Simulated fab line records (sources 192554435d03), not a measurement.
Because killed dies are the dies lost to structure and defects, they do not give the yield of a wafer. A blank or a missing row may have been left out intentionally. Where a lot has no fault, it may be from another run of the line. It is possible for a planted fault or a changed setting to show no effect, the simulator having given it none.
Chamber matching / flow n5_finfet / 3 sister chambers for N5_BEOL_M2_PECVD_72 on pecvd-01
The step deposits SiO2 from TEOS/O2, target thk 16 nm, time 18 s. 18 wafers are shown with their chamber, then 9 later ones without.

## WAFERS PAIRED WITH THEIR CHAMBERS
wafer=L074.1; chamber=1; throttle_valve_pct (%)=23.8; heater_power_outer_w (W)=284; heater_power_w (W)=575
wafer=L074.2; chamber=2; throttle_valve_pct (%)=22.6; heater_power_outer_w (W)=523; heater_power_w (W)=863
wafer=L074.3; chamber=0; throttle_valve_pct (%)=21.7; heater_power_outer_w (W)=508; heater_power_w (W)=797
wafer=L076.3; chamber=0; throttle_valve_pct (%)=22.1; heater_power_outer_w (W)=476; heater_power_w (W)=755
wafer=L076.4; chamber=2; throttle_valve_pct (%)=22.7; heater_power_outer_w (W)=526; heater_power_w (W)=849
wafer=L076.6; chamber=0; throttle_valve_pct (%)=22.2; heater_power_outer_w (W)=468; heater_power_w (W)=720
wafer=L080.1; chamber=0; throttle_valve_pct (%)=22.1; heater_power_outer_w (W)=446; heater_power_w (W)=701
wafer=L080.4; chamber=0; throttle_valve_pct (%)=22.0; heater_power_outer_w (W)=436; heater_power_w (W)=690
wafer=L080.6; chamber=1; throttle_valve_pct (%)=24.1; heater_power_outer_w (W)=295; heater_power_w (W)=589
wafer=L082.1; chamber=2; throttle_valve_pct (%)=22.6; heater_power_outer_w (W)=492; heater_power_w (W)=839
wafer=L082.4; chamber=2; throttle_valve_pct (%)=22.7; heater_power_outer_w (W)=511; heater_power_w (W)=824
wafer=L082.5; chamber=0; throttle_valve_pct (%)=22.0; heater_power_outer_w (W)=479; heater_power_w (W)=751
wafer=L083.1; chamber=1; throttle_valve_pct (%)=24.2; heater_power_outer_w (W)=270; heater_power_w (W)=558
wafer=L083.2; chamber=0; throttle_valve_pct (%)=22.2; heater_power_outer_w (W)=427; heater_power_w (W)=697
wafer=L083.5; chamber=1; throttle_valve_pct (%)=23.9; heater_power_outer_w (W)=267; heater_power_w (W)=557
wafer=L085.2; chamber=0; throttle_valve_pct (%)=22.1; heater_power_outer_w (W)=475; heater_power_w (W)=722
wafer=L085.4; chamber=0; throttle_valve_pct (%)=22.2; heater_power_outer_w (W)=470; heater_power_w (W)=741
wafer=L085.6; chamber=1; throttle_valve_pct (%)=24.0; heater_power_outer_w (W)=269; heater_power_w (W)=555

SIGNATURES (means of the wafers above)
reading=throttle_valve_pct; chamber 0=22.067; chamber 1=24.000; chamber 2=22.650; scatter within a chamber=0.144
reading=heater_power_outer_w; chamber 0=465.00; chamber 1=277.00; chamber 2=513.00; scatter within a chamber=20.4
reading=heater_power_w; chamber 0=730.44; chamber 1=566.80; chamber 2=843.75; scatter within a chamber=27.1
Rule: a wafer's distance from a chamber is the root of the sum, over the readings, of the square of ((its reading less the chamber's mean) divided by the reading's scatter). If the next closest chamber is less than 2 further off than the closest, the wafer can't be placed; otherwise it belongs to the closest. The scatter: take each reading less its chamber's mean, square it, sum over the shown wafers, divide by the number of wafers less the number of chambers, and take the root.

## WAFERS MISSING THEIR CHAMBER
wafer=L086.1; throttle_valve_pct (%)=22.0; heater_power_outer_w (W)=409; heater_power_w (W)=646
wafer=L086.2; throttle_valve_pct (%)=23.9; heater_power_outer_w (W)=289; heater_power_w (W)=590
wafer=L086.4; throttle_valve_pct (%)=22.2; heater_power_outer_w (W)=403; heater_power_w (W)=623
wafer=L084.1; throttle_valve_pct (%)=24.0; heater_power_outer_w (W)=351; heater_power_w (W)=639
wafer=L084.5; throttle_valve_pct (%)=22.1; heater_power_outer_w (W)=492; heater_power_w (W)=781
wafer=L084.6; throttle_valve_pct (%)=24.1; heater_power_outer_w (W)=347; heater_power_w (W)=659
wafer=L089.3; throttle_valve_pct (%)=21.9; heater_power_outer_w (W)=423; heater_power_w (W)=662
wafer=L089.4; throttle_valve_pct (%)=23.9; heater_power_outer_w (W)=315; heater_power_w (W)=610
wafer=L089.5; throttle_valve_pct (%)=24.0; heater_power_outer_w (W)=319; heater_power_w (W)=601

## CHAMBER TAKEN BY EACH
wafer=L086.1; from the rows above=0; in truth=0
wafer=L086.2; from the rows above=1; in truth=1
wafer=L086.4; from the rows above=0; in truth=0
wafer=L084.1; from the rows above=1; in truth=1
wafer=L084.5; from the rows above=0; in truth=0
wafer=L084.6; from the rows above=1; in truth=1
wafer=L089.3; from the rows above=0; in truth=0
wafer=L089.4; from the rows above=1; in truth=1
wafer=L089.5; from the rows above=1; in truth=1
Correctly placed: 9 of 9. Left unplaced by these rows: 0. Placed wrongly: 0.
